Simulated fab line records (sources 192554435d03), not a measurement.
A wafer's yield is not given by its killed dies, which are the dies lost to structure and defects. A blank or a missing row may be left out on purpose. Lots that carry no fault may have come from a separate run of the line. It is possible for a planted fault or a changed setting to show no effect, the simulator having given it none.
Which tool was responsible? / flow n5Finfet / Sampling: 11 lots, 28 wafers, 2 of 1938 route steps

## WHAT EACH GAUGE READ, for each wafer
N5_HKMG_FIN_CD_MEAS_49: target cd 202 nm. Usual: 202.0 nm for cdNm, sd 0.61.
lot=L410; measured=day 3 22:16; on=cdSem-01; cdNm (nm)=201.8 202.3; flag=
lot=L411; measured=day 4 05:37; on=cdSem-03; cdNm (nm)=203.3 202.3; flag=
lot=L412; measured=day 4 09:38; on=cdSem-03; cdNm (nm)=202.6 201.9 201.4; flag=
lot=L413; measured=day 4 18:07; on=cdSem-02; cdNm (nm)=200.9 201.9; flag=
lot=L414; measured=day 4 21:37; on=cdSem-01; cdNm (nm)=201.9 203.0; flag=
lot=L415; measured=day 5 06:27; on=cdSem-02; cdNm (nm)=201.2 201.6; flag=
lot=L416; measured=day 5 14:57; on=cdSem-02; cdNm (nm)=202.9 202.4 202.8; flag=
lot=L425; measured=day 7 18:31; on=cdSem-03; cdNm (nm)=201.6 201.8 200.7; flag=
lot=L428; measured=day 8 15:06; on=cdSem-03; cdNm (nm)=202.0 201.1 201.4; flag=
lot=L429; measured=day 9 03:10; on=cdSem-01; cdNm (nm)=201.7 201.5 201.7; flag=
lot=L432; measured=day 9 13:03; on=cdSem-01; cdNm (nm)=202.4 201.7 201.5; flag=

## WHAT TOOL EACH LOT RAN ON (gives the tool, then ch and the chambers of the sampled wafers, and finally the start)
lot=L410; N5_HKMG_FIN_HK_ALD_01=aldHk-03 ch 1,3, day 3 21:26
lot=L411; N5_HKMG_FIN_HK_ALD_01=aldHk-02 ch 0,2, day 4 04:36
lot=L412; N5_HKMG_FIN_HK_ALD_01=aldHk-01 ch 0,3, day 4 08:47
lot=L413; N5_HKMG_FIN_HK_ALD_01=aldHk-01 ch 2,3, day 4 17:18
lot=L414; N5_HKMG_FIN_HK_ALD_01=aldHk-01 ch 0,3, day 4 20:30
lot=L415; N5_HKMG_FIN_HK_ALD_01=aldHk-03 ch 2,3, day 5 05:30
lot=L416; N5_HKMG_FIN_HK_ALD_01=aldHk-02 ch 0,3, day 5 14:08
lot=L425; N5_HKMG_FIN_HK_ALD_01=aldHk-02 ch 1,3, day 7 17:33
lot=L428; N5_HKMG_FIN_HK_ALD_01=aldHk-01 ch 1,3, day 8 13:56
lot=L429; N5_HKMG_FIN_HK_ALD_01=aldHk-02 ch 0,1,3, day 9 02:11
lot=L432; N5_HKMG_FIN_HK_ALD_01=aldHk-03 ch 1,2,3, day 9 12:06
- N5_HKMG_FIN_HK_ALD_01: deposits HfO2, target thk 1.6 nm, pulse time 3 s, purge time 3 s.

## WHAT THE TOOLS THEMSELVES READ (means of the sampled wafers that have a number; where no wafer has one, the mark that the record gives instead)
N5_HKMG_FIN_HK_ALD_01. Usual: 1.001 for precursorPulseHeightRel, sd 0.02.
lot=L410 tool=aldHk-03 precursorPulseHeightRel=1.001 flag=
lot=L411 tool=aldHk-02 precursorPulseHeightRel=0.990 flag=
lot=L412 tool=aldHk-01 precursorPulseHeightRel=0.998 flag=
lot=L413 tool=aldHk-01 precursorPulseHeightRel=0.988 flag=
lot=L414 tool=aldHk-01 precursorPulseHeightRel=1.002 flag=
lot=L415 tool=aldHk-03 precursorPulseHeightRel=1.010 flag=
lot=L416 tool=aldHk-02 precursorPulseHeightRel=0.984 flag=
lot=L425 tool=aldHk-02 precursorPulseHeightRel=1.003 flag=
lot=L428 tool=aldHk-01 precursorPulseHeightRel=0.990 flag=
lot=L429 tool=aldHk-02 precursorPulseHeightRel=0.992 flag=
lot=L432 tool=aldHk-03 precursorPulseHeightRel=1.002 flag=

## THE ANSWER, worked out from the rows above alone
Rule: a lot is off if the mean of its wafers that have a number lies more than 3 standard deviations from the usual mean. Also off: a lot with no number at a reading for which 4 or more lots have one. Any other lot the step has rows for is counted as sound. After the gauges, taken in route order, come the tools' own readings; for these a lot's mean is taken, as printed above. The first step at which some lot is off is used, and at that step the reading that is off furthest; a lot without a number counts as furthest.
No lot is off on any of the readings shown, so nothing can be concluded from this.

## WHAT HAD BEEN PUT IN BY THE SIMULATOR
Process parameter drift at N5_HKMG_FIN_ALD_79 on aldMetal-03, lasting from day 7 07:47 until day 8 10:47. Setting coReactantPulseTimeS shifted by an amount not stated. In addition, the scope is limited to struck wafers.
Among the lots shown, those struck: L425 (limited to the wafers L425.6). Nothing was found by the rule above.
